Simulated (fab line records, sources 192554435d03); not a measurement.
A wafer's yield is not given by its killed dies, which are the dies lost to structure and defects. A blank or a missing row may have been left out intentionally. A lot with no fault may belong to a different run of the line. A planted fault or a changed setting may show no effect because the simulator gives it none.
Matching of chambers -- flow n5-finfet -- 4 sister chambers for N5_BEOL_M5_DESCUM_33 on rie-diel-05
The step chemistry O2, time 7 s. 4 wafers are shown with their chamber, then 12 later ones without.

== EACH WAFER AND ITS CHAMBER ==
wafer,chamber,showerhead-plenum-p-Torr (Torr)
L085.6,2,2.02
L089.3,0,2.15
L089.4,1,2.04
L089.6,3,2.07

== WAFERS WITH NO CHAMBER GIVEN ==
wafer,showerhead-plenum-p-Torr (Torr)
L091.1,2.07
L091.3,2.15
L091.4,2.02
L093.1,2.02
L093.4,2.07
L093.5,2.02
L097.1,2.07
L097.2,2.01
L097.5,2.15
L096.4,2.14
L096.5,2.07
L096.6,2.14

== WHICH CHAMBER EACH ONE RAN IN ==
wafer,from the rows above,in truth
L091.1,3,3
L091.3,0,0
L091.4,2,2
L093.1,2,2
L093.4,3,3
L093.5,2,2
L097.1,3,3
L097.2,2,2
L097.5,0,0
L096.4,0,0
L096.5,3,3
L096.6,0,0
12 of 12 placed correctly. Number that these rows cannot place: 0. 0 placed wrongly.
How it was worked out, from the rows above alone: a wafer's distance from a chamber is the root of the sum, over the readings, of the square of ((its reading less the chamber's mean) divided by the reading's scatter). The wafer belongs to the nearest chamber; if the next one is less than 2 further off, it can't be placed. The mean given for a chamber averages the wafers shown for that chamber. The scatter: with one shown wafer a chamber, the root of the mean of the squares of how far each hidden wafer lies from its nearest shown one.
